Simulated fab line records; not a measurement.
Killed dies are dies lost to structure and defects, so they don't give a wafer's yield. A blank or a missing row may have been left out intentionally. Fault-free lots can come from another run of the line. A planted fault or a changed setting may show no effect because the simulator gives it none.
Split-lot trial ; flow n5-finfet ; 39 wafers read from 7 lots, route of 1938 steps

== ABOUT THE SPLIT ==
At N5_BEOL_M13_SPUTTER_44 (material Ta, target thk 10 nm, time 16.13 s), the setting target-thk-a was moved away from the recipe's 100 angstrom on 12 of the 39 wafers read, by -48.4% to +45.8%. This setting was run at the recipe's value on the other wafers.

== FROM THE SPLIT TO THE READING: what the file shows between them, 3 steps ==
- N5_BEOL_M13_SPUTTER_45: material Cu, target thk 80 nm, time 13.33 s
- N5_BEOL_M13_ECD_47: material Cu, target thk 936 nm
- N5_BEOL_M13_ANNEAL_48: time 90 s

== THE READING ==
barrier-field-endpoint-s, in s, at N5_BEOL_M13_CMP_49 (polishes, stops on SiOC, t overpolish 17.1 s, target thk 420 nm). A value of 30.1 s with a standard deviation of 0.69 s is what fault-free wafers of this fab line usually give.

wafer;tool, chamber at the split;target-thk-a as run, angstrom;against the recipe;barrier-field-endpoint-s, s;against lot-mates on the recipe
L078.4;pvd-sputter-01, -;100;recipe;31.2;-
L078.2;pvd-sputter-01, -;100;recipe;30.8;-
L078.6;pvd-sputter-01, -;100;recipe;29.0;-
L079.1;pvd-sputter-01, -;100;recipe;30.7;-
L079.3;pvd-sputter-01, -;100;recipe;31.1;-
L079.4;pvd-sputter-01, -;78.79;-21.2%;28.5;-2.3
L079.2;pvd-sputter-01, -;78.79;-21.2%;27.3;-3.5
L079.6;pvd-sputter-01, -;78.79;-21.2%;28.7;-2.1
L079.5;pvd-sputter-01, -;100;recipe;30.7;-
L086.1;pvd-sputter-02, -;62.16;-37.8%;25.3;-5.6
L086.3;pvd-sputter-02, -;100;recipe;31.0;-
L086.4;pvd-sputter-02, -;100;recipe;30.8;-
L086.2;pvd-sputter-02, -;100;recipe;30.8;-
L086.6;pvd-sputter-02, -;62.16;-37.8%;25.2;-5.7
L086.5;pvd-sputter-02, -;62.16;-37.8%;25.8;-5.1
L087.3;pvd-sputter-02, -;100;recipe;29.8;-
L087.2;pvd-sputter-02, -;145.8;+45.8%;34.9;+5.3
L087.1;pvd-sputter-02, -;145.8;+45.8%;35.4;+5.8
L087.4;pvd-sputter-02, -;100;recipe;30.2;-
L087.6;pvd-sputter-02, -;145.8;+45.8%;34.9;+5.3
L087.5;pvd-sputter-02, -;100;recipe;28.9;-
L089.4;pvd-sputter-02, -;100;recipe;29.4;-
L089.3;pvd-sputter-02, -;100;recipe;30.0;-
L089.1;pvd-sputter-02, -;100;recipe;29.9;-
L089.2;pvd-sputter-02, -;100;recipe;30.1;-
L089.6;pvd-sputter-02, -;100;recipe;30.4;-
L089.5;pvd-sputter-02, -;100;recipe;29.8;-
L093.2;pvd-sputter-01, -;100;recipe;31.1;-
L093.3;pvd-sputter-01, -;100;recipe;31.0;-
L093.4;pvd-sputter-01, -;100;recipe;31.2;-
L093.1;pvd-sputter-01, -;100;recipe;30.4;-
L093.5;pvd-sputter-01, -;100;recipe;30.1;-
L093.6;pvd-sputter-01, -;100;recipe;30.8;-
L096.1;pvd-sputter-03, -;100;recipe;29.2;-
L096.2;pvd-sputter-03, -;100;recipe;30.2;-
L096.3;pvd-sputter-03, -;100;recipe;29.0;-
L096.4;pvd-sputter-03, -;51.65;-48.4%;23.4;-6.1
L096.5;pvd-sputter-03, -;51.65;-48.4%;24.0;-5.5
L096.6;pvd-sputter-03, -;51.65;-48.4%;24.0;-5.5

THE FIT
A straight line over all 39 wafers: barrier-field-endpoint-s changes by +0.119 s for each +1% of target-thk-a; r = +0.97; the points scatter about the line by 0.71 s.
The same after taking each lot's own level away (the mean of its wafers on the recipe; 39 wafers): +0.124 s for each +1%; r = +0.98; scatter 0.52 s.
Per that fit: largest target-thk-a move, reading shift of 6 s.
Measured against the standard deviation above, the lots' own levels, which go from 29.47 to 30.87 s, span 2.0 times it.
The two slopes are in agreement: the lot-to-lot level therefore moves the slope only a little.
Check: -6.03 s against its lot-mates is what the line predicts for one of the wafers moved furthest among these (-48.4%) when that wafer is left out of the fit. It came out at -6.07 s against them.

== THE WHOLE CHAIN: every reading that the file lists as answering this split, in the file's order ==
step;what it does;reading;change (the file's fit);r (the file's)
N5_BEOL_M13_SPUTTER_44;material Ta, target thk 10 nm, time 16.13 s;Ta_of_BEOL_M13_SPUTTER_44.thk-nm (the simulator's own value, which no gauge read);+0.0994 nm for each +1% of the setting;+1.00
N5_BEOL_M13_CMP_49;polishes, stops on SiOC, t overpolish 17.1 s, target thk 420 nm;barrier-field-endpoint-s;+0.125 s for each +1% of the setting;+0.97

== FILE'S OWN FIT ==
barrier-field-endpoint-s changes by +0.125 s for each +1% of target-thk-a, r = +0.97.
